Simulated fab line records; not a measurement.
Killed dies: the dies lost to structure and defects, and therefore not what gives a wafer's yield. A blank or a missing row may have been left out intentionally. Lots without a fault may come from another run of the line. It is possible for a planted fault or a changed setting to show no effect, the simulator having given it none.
Which of the tools did it? / flow n5Finfet / 9 lots with 26 wafers sampled at 6 steps, on a route of 1938 steps

## WHAT THE GAUGES SHOWED, per wafer
N5_BEOL_M2_CD_MEAS_11: target cd 16.79 nm. Usual: cdNm 16.84 nm, standard deviation 0.23.
lot=L211; measured=day 6 10:41; on=cdSem-01; cdNm (nm)=17.20 17.10 16.97; flag=
lot=L212; measured=day 6 13:34; on=cdSem-01; cdNm (nm)=16.72 17.18 16.65; flag=
lot=L213; measured=day 7 03:05; on=cdSem-02; cdNm (nm)=17.10 17.14 16.81; flag=
lot=L215; measured=day 7 16:37; on=cdSem-02; cdNm (nm)=17.07 17.09 17.28; flag=
lot=L217; measured=day 8 01:22; on=cdSem-02; cdNm (nm)=17.00 16.86 17.27; flag=
lot=L218; measured=day 8 06:39; on=cdSem-02; cdNm (nm)=16.76 16.56 16.85; flag=
lot=L221; measured=day 9 02:39; on=cdSem-03; cdNm (nm)=17.14 16.59 16.96; flag=
lot=L220; measured=day 9 03:39; on=cdSem-01; cdNm (nm)=16.87 17.34; flag=
lot=L233; measured=day 12 15:36; on=cdSem-02; cdNm (nm)=16.97 16.87 17.09; flag=

N5_BEOL_M2_INSPECT_30: inspects for defects (brightfield). Usual: rawDefectCount 429, standard deviation 96.
lot=L211; measured=day 6 11:39; on=defectInspect-02; rawDefectCount=537 385 414; flag=
lot=L212; measured=day 6 14:40; on=defectInspect-02; rawDefectCount=289 287 272; flag=
lot=L213; measured=day 7 04:11; on=defectInspect-01; rawDefectCount=388 326 388; flag=
lot=L215; measured=day 7 17:42; on=defectInspect-02; rawDefectCount=721 458 449; flag=
lot=L217; measured=day 8 02:20; on=defectInspect-02; rawDefectCount=604 402 477; flag=
lot=L218; measured=day 8 07:44; on=defectInspect-02; rawDefectCount=379 428 634; flag=
lot=L221; measured=day 9 03:53; on=defectInspect-02; rawDefectCount=405 406 305; flag=
lot=L220; measured=day 9 04:41; on=defectInspect-02; rawDefectCount=410 388; flag=
lot=L233; measured=day 12 16:42; on=defectInspect-01; rawDefectCount=884 380 352; flag=

N5_BEOL_M4_RC_MEAS_101. Usual: DIBL_N 37.0 mV/V, standard deviation 2.3; DIBL_P 37.3 mV/V, standard deviation 2.8; IOFF_N 0.17 nA/um, standard deviation 0.046; IOFF_P 0.23 nA/um, standard deviation 0.054; ION_N 675 uA/um, standard deviation 14; ION_P 460 uA/um, standard deviation 9.3; SS_N 71.7 mV/dec, standard deviation 0.73; SS_P 73.6 mV/dec, standard deviation 0.95; VT_N 249 mV, standard deviation 3.9; VT_P -250 mV, standard deviation 3.9.
lot=L211; measured=day 7 23:18; on=prober-02; DIBL_N (mV/V)=40.3 37.1 43.8; DIBL_P (mV/V)=40.9 35.4 44.8; IOFF_N (nA/um)=0.23 0.15 0.36; IOFF_P (nA/um)=0.31 0.21 0.42; ION_N (uA/um)=680 676 712; ION_P (uA/um)=471 464 478; SS_N (mV/dec)=72.2 71.3 73.7; SS_P (mV/dec)=74.8 73.7 76.2; VT_N (mV)=243 251 240; VT_P (mV)=-246 -251 -243; flag=
lot=L212; measured=day 8 02:19; on=prober-02; DIBL_N (mV/V)=37.4 36.8 39.6; DIBL_P (mV/V)=37.6 37.4 40.9; IOFF_N (nA/um)=0.19 0.17 0.25; IOFF_P (nA/um)=0.22 0.22 0.29; ION_N (uA/um)=677 667 688; ION_P (uA/um)=457 453 457; SS_N (mV/dec)=72.1 71.1 72.2; SS_P (mV/dec)=73.7 75.0 76.1; VT_N (mV)=250 249 245; VT_P (mV)=-249 -251 -248; flag=
lot=L213; measured=day 8 05:23; on=prober-02; DIBL_N (mV/V)=39.7 36.8 33.8; DIBL_P (mV/V)=40.0 37.0 34.2; IOFF_N (nA/um)=0.23 0.16 0.13; IOFF_P (nA/um)=0.29 0.21 0.18; ION_N (uA/um)=673 670 662; ION_P (uA/um)=460 462 458; SS_N (mV/dec)=72.5 71.8 71.0; SS_P (mV/dec)=74.6 74.2 72.5; VT_N (mV)=247 250 250; VT_P (mV)=-249 -252 -252; flag=
lot=L215; measured=day 9 01:54; on=prober-01; DIBL_N (mV/V)=36.7 36.7 36.5; DIBL_P (mV/V)=38.7 36.8 38.3; IOFF_N (nA/um)=0.17 0.16 0.16; IOFF_P (nA/um)=0.26 0.21 0.25; ION_N (uA/um)=681 671 679; ION_P (uA/um)=475 459 473; SS_N (mV/dec)=70.8 71.5 71.2; SS_P (mV/dec)=74.1 72.5 73.6; VT_N (mV)=248 251 251; VT_P (mV)=-247 -251 -247; flag=
lot=L217; measured=day 9 08:11; on=prober-02; DIBL_N (mV/V)=35.3 38.5 39.3; DIBL_P (mV/V)=36.6 39.5 40.8; IOFF_N (nA/um)=0.15 0.22 0.23; IOFF_P (nA/um)=0.19 0.25 0.27; ION_N (uA/um)=670 703 706; ION_P (uA/um)=458 474 471; SS_N (mV/dec)=71.4 72.1 72.3; SS_P (mV/dec)=73.1 73.8 74.8; VT_N (mV)=253 245 248; VT_P (mV)=-255 -251 -249; flag=
lot=L218; measured=day 9 17:25; on=prober-01; DIBL_N (mV/V)=38.8 38.9 37.1; DIBL_P (mV/V)=39.2 40.6 38.9; IOFF_N (nA/um)=0.20 0.21 0.19; IOFF_P (nA/um)=0.20 0.22 0.21; ION_N (uA/um)=683 690 679; ION_P (uA/um)=455 460 456; SS_N (mV/dec)=72.3 72.4 71.8; SS_P (mV/dec)=74.2 74.7 74.2; VT_N (mV)=248 246 247; VT_P (mV)=-256 -253 -255; flag=
lot=L221; measured=day 10 09:41; on=prober-01; DIBL_N (mV/V)=34.9 34.1 34.6; DIBL_P (mV/V)=32.9 32.0 33.9; IOFF_N (nA/um)=0.14 0.11 0.12; IOFF_P (nA/um)=0.19 0.18 0.20; ION_N (uA/um)=681 654 669; ION_P (uA/um)=474 455 466; SS_N (mV/dec)=71.4 71.5 71.9; SS_P (mV/dec)=73.1 72.2 72.5; VT_N (mV)=250 257 254; VT_P (mV)=-248 -250 -250; flag=
lot=L220; measured=day 10 06:52; on=prober-02; DIBL_N (mV/V)=35.7 41.2; DIBL_P (mV/V)=35.0 42.4; IOFF_N (nA/um)=0.15 0.27; IOFF_P (nA/um)=0.23 0.37; ION_N (uA/um)=677 700; ION_P (uA/um)=468 473; SS_N (mV/dec)=71.5 73.1; SS_P (mV/dec)=73.0 74.4; VT_N (mV)=250 244; VT_P (mV)=-246 -243; flag=
lot=L233; measured=day 14 07:43; on=prober-02; DIBL_N (mV/V)=37.7 40.0 35.8; DIBL_P (mV/V)=38.9 40.9 37.0; IOFF_N (nA/um)=0.19 0.24 0.15; IOFF_P (nA/um)=0.28 0.30 0.23; ION_N (uA/um)=670 696 677; ION_P (uA/um)=460 474 471; SS_N (mV/dec)=72.9 73.1 71.6; SS_P (mV/dec)=73.9 74.6 73.2; VT_N (mV)=249 244 250; VT_P (mV)=-247 -245 -248; flag=

## EACH LOT AND THE TOOL THAT RAN IT (in order: tool; ch and the chambers of the sampled wafers; start)
lot=L211; N5_BEOL_M2_HM_DEP_02=pvdSputter-03, day 6 10:17; N5_BEOL_M2_STRIP_66=rieDiel-03 ch 1,2,3, day 6 11:01; N5_BEOL_M2_STRIP_36=rieDiel-01 ch 0,1,3, day 6 17:55
lot=L212; N5_BEOL_M2_HM_DEP_02=pvdSputter-01, day 6 13:03; N5_BEOL_M2_STRIP_66=rieDiel-03 ch 1,2,3, day 6 13:55; N5_BEOL_M2_STRIP_36=rieDiel-05 ch 0,1,3, day 6 18:01
lot=L213; N5_BEOL_M2_HM_DEP_02=pvdSputter-03, day 7 02:33; N5_BEOL_M2_STRIP_66=rieDiel-03 ch 0,1,2, day 7 03:25; N5_BEOL_M2_STRIP_36=rieDiel-05 ch 0,1,3, day 7 05:53
lot=L215; N5_BEOL_M2_HM_DEP_02=pvdSputter-01, day 7 16:05; N5_BEOL_M2_STRIP_66=rieDiel-01 ch 0,1,3, day 7 16:57; N5_BEOL_M2_STRIP_36=rieDiel-01 ch 0,1,2, day 7 18:48
lot=L217; N5_BEOL_M2_HM_DEP_02=pvdSputter-03, day 8 00:58; N5_BEOL_M2_STRIP_66=rieDiel-03 ch 0,1,3, day 8 01:41; N5_BEOL_M2_STRIP_36=rieDiel-01 ch 0,1, day 8 06:18
lot=L218; N5_BEOL_M2_HM_DEP_02=pvdSputter-03, day 8 06:16; N5_BEOL_M2_STRIP_66=rieDiel-03 ch 0,2, day 8 06:59; N5_BEOL_M2_STRIP_36=rieDiel-05 ch 0,2, day 8 13:18
lot=L221; N5_BEOL_M2_HM_DEP_02=pvdSputter-03, day 9 02:08; N5_BEOL_M2_STRIP_66=rieDiel-01 ch 2,3, day 9 03:11; N5_BEOL_M2_STRIP_36=rieDiel-03 ch 0,3, day 9 08:04
lot=L220; N5_BEOL_M2_HM_DEP_02=pvdSputter-02, day 9 03:18; N5_BEOL_M2_STRIP_66=rieDiel-05 ch 0,3, day 9 03:59; N5_BEOL_M2_STRIP_36=rieDiel-01 ch 1,2, day 9 08:05
lot=L233; N5_BEOL_M2_HM_DEP_02=pvdSputter-02, day 12 15:13; N5_BEOL_M2_STRIP_66=rieDiel-03 ch 0,1,2, day 12 15:56; N5_BEOL_M2_STRIP_36=rieDiel-03 ch 0,1,3, day 12 17:49
- N5_BEOL_M2_HM_DEP_02: deposits TiN, target thk 20 nm.
- N5_BEOL_M2_STRIP_66: strips in CF4.
- N5_BEOL_M2_STRIP_36: strips in N2/H2.

## AS READ BY THE TOOLS THEMSELVES (means over the sampled wafers that have a number; for cases with no such wafer, the mark the record gives instead)
N5_BEOL_M2_HM_DEP_02. Usual: throttleValvePct 30.1 %, standard deviation 0.91.
lot=L211; tool=pvdSputter-03; throttleValvePct (%)=30.9; flag=
lot=L212; tool=pvdSputter-01; throttleValvePct (%)=30.2; flag=
lot=L213; tool=pvdSputter-03; throttleValvePct (%)=30.4; flag=
lot=L215; tool=pvdSputter-01; throttleValvePct (%)=29.8; flag=
lot=L217; tool=pvdSputter-03; throttleValvePct (%)=31.1; flag=
lot=L218; tool=pvdSputter-03; throttleValvePct (%)=29.7; flag=
lot=L221; tool=pvdSputter-03; throttleValvePct (%)=30.1; flag=
lot=L220; tool=pvdSputter-02; throttleValvePct (%)=29.9; flag=
lot=L233; tool=pvdSputter-02; throttleValvePct (%)=30.1; flag=

N5_BEOL_M2_STRIP_66. Usual: cf4FlowSccm 150.0 sccm, standard deviation 0.43; chamberPressureMTorr 50.00 mTorr, standard deviation 0.051; drypumpMotorCurrentA 5.6 A, standard deviation 0.53; oesProductAu 0.78 a.u., standard deviation 0.09; rfVppV 271.3 V, standard deviation 1.8; showerheadPlenumPTorr 1.80 Torr, standard deviation 0.067; throttleValvePct 13.48 %, standard deviation 0.3.
lot=L211; tool=rieDiel-03; cf4FlowSccm (sccm)=149.8; chamberPressureMTorr (mTorr)=50.02; drypumpMotorCurrentA (A)=5.5; oesProductAu (a.u.)=0.78; rfVppV (V)=270.1; showerheadPlenumPTorr (Torr)=1.75; throttleValvePct (%)=13.48; flag=
lot=L212; tool=rieDiel-03; cf4FlowSccm (sccm)=149.9; chamberPressureMTorr (mTorr)=50.02; drypumpMotorCurrentA (A)=5.5; oesProductAu (a.u.)=0.79; rfVppV (V)=270.5; showerheadPlenumPTorr (Torr)=1.75; throttleValvePct (%)=13.47; flag=
lot=L213; tool=rieDiel-03; cf4FlowSccm (sccm)=150.2; chamberPressureMTorr (mTorr)=49.98; drypumpMotorCurrentA (A)=5.1; oesProductAu (a.u.)=0.84; rfVppV (V)=272.1; showerheadPlenumPTorr (Torr)=1.81; throttleValvePct (%)=13.28; flag=
lot=L215; tool=rieDiel-01; cf4FlowSccm (sccm)=149.7; chamberPressureMTorr (mTorr)=49.98; drypumpMotorCurrentA (A)=5.9; oesProductAu (a.u.)=0.78; rfVppV (V)=272.0; showerheadPlenumPTorr (Torr)=1.82; throttleValvePct (%)=13.51; flag=
lot=L217; tool=rieDiel-03; cf4FlowSccm (sccm)=150.3; chamberPressureMTorr (mTorr)=49.96; drypumpMotorCurrentA (A)=5.7; oesProductAu (a.u.)=0.84; rfVppV (V)=270.6; showerheadPlenumPTorr (Torr)=1.80; throttleValvePct (%)=13.35; flag=
lot=L218; tool=rieDiel-03; cf4FlowSccm (sccm)=150.2; chamberPressureMTorr (mTorr)=50.00; drypumpMotorCurrentA (A)=5.0; oesProductAu (a.u.)=0.83; rfVppV (V)=272.4; showerheadPlenumPTorr (Torr)=1.86; throttleValvePct (%)=13.37; flag=
lot=L221; tool=rieDiel-01; cf4FlowSccm (sccm)=149.8; chamberPressureMTorr (mTorr)=49.97; drypumpMotorCurrentA (A)=5.6; oesProductAu (a.u.)=0.90; rfVppV (V)=272.4; showerheadPlenumPTorr (Torr)=1.87; throttleValvePct (%)=13.19; flag=
lot=L220; tool=rieDiel-05; cf4FlowSccm (sccm)=149.3; chamberPressureMTorr (mTorr)=50.05; drypumpMotorCurrentA (A)=5.0; oesProductAu (a.u.)=0.70; rfVppV (V)=272.0; showerheadPlenumPTorr (Torr)=1.82; throttleValvePct (%)=13.61; flag=
lot=L233; tool=rieDiel-03; cf4FlowSccm (sccm)=150.2; chamberPressureMTorr (mTorr)=50.02; drypumpMotorCurrentA (A)=5.1; oesProductAu (a.u.)=0.85; rfVppV (V)=272.5; showerheadPlenumPTorr (Torr)=1.80; throttleValvePct (%)=13.19; flag=

N5_BEOL_M2_STRIP_36. Usual: chamberPressureMTorr 20.00 mTorr, standard deviation 0.035; drypumpMotorCurrentA 5.6 A, standard deviation 0.5; n2FlowSccm 200.0 sccm, standard deviation 0.56; oesProductAu 0.77 a.u., standard deviation 0.096; rfVppV 59.1 V, standard deviation 1.6; showerheadPlenumPTorr 2.55 Torr, standard deviation 0.092; throttleValvePct 23.5 %, standard deviation 0.4.
lot=L211; tool=rieDiel-01; chamberPressureMTorr (mTorr)=19.99; drypumpMotorCurrentA (A)=5.9; n2FlowSccm (sccm)=200.6; oesProductAu (a.u.)=0.70; rfVppV (V)=59.6; showerheadPlenumPTorr (Torr)=2.58; throttleValvePct (%)=23.6; flag=
lot=L212; tool=rieDiel-05; chamberPressureMTorr (mTorr)=19.97; drypumpMotorCurrentA (A)=5.1; n2FlowSccm (sccm)=200.5; oesProductAu (a.u.)=0.71; rfVppV (V)=58.3; showerheadPlenumPTorr (Torr)=2.56; throttleValvePct (%)=23.3; flag=
lot=L213; tool=rieDiel-05; chamberPressureMTorr (mTorr)=20.01; drypumpMotorCurrentA (A)=5.1; n2FlowSccm (sccm)=199.8; oesProductAu (a.u.)=0.71; rfVppV (V)=59.9; showerheadPlenumPTorr (Torr)=2.55; throttleValvePct (%)=23.3; flag=
lot=L215; tool=rieDiel-01; chamberPressureMTorr (mTorr)=20.02; drypumpMotorCurrentA (A)=5.8; n2FlowSccm (sccm)=200.4; oesProductAu (a.u.)=0.78; rfVppV (V)=61.2; showerheadPlenumPTorr (Torr)=2.65; throttleValvePct (%)=23.4; flag=
lot=L217; tool=rieDiel-01; chamberPressureMTorr (mTorr)=19.99; drypumpMotorCurrentA (A)=5.9; n2FlowSccm (sccm)=200.1; oesProductAu (a.u.)=0.70; rfVppV (V)=60.0; showerheadPlenumPTorr (Torr)=2.62; throttleValvePct (%)=23.7; flag=
lot=L218; tool=rieDiel-05; chamberPressureMTorr (mTorr)=19.97; drypumpMotorCurrentA (A)=5.9; n2FlowSccm (sccm)=199.7; oesProductAu (a.u.)=0.70; rfVppV (V)=58.5; showerheadPlenumPTorr (Torr)=2.46; throttleValvePct (%)=23.8; flag=
lot=L221; tool=rieDiel-03; chamberPressureMTorr (mTorr)=19.99; drypumpMotorCurrentA (A)=5.6; n2FlowSccm (sccm)=199.3; oesProductAu (a.u.)=0.84; rfVppV (V)=60.2; showerheadPlenumPTorr (Torr)=2.61; throttleValvePct (%)=23.6; flag=
lot=L220; tool=rieDiel-01; chamberPressureMTorr (mTorr)=19.99; drypumpMotorCurrentA (A)=5.8; n2FlowSccm (sccm)=199.9; oesProductAu (a.u.)=0.82; rfVppV (V)=60.7; showerheadPlenumPTorr (Torr)=2.66; throttleValvePct (%)=23.3; flag=
lot=L233; tool=rieDiel-03; chamberPressureMTorr (mTorr)=19.99; drypumpMotorCurrentA (A)=5.7; n2FlowSccm (sccm)=200.1; oesProductAu (a.u.)=0.79; rfVppV (V)=59.6; showerheadPlenumPTorr (Torr)=2.52; throttleValvePct (%)=23.5; flag=

## THE ANSWER, worked out from the rows above alone
Rule: a lot is off if the mean of its wafers that have a number lies more than 3 standard deviations from the usual mean. A lot without any number at a reading at which 4 lots or more have one is off too. Any other lot the step has rows for is counted as sound. First the gauges in route order, then the tools' own readings, where a lot's mean is used as printed above. The first step at which some lot is off is used, and at that step the reading that is off furthest; a lot without a number counts as furthest.
None of the lots is off at any reading shown; this tells nothing.

## WHAT HAD BEEN PUT IN BY THE SIMULATOR
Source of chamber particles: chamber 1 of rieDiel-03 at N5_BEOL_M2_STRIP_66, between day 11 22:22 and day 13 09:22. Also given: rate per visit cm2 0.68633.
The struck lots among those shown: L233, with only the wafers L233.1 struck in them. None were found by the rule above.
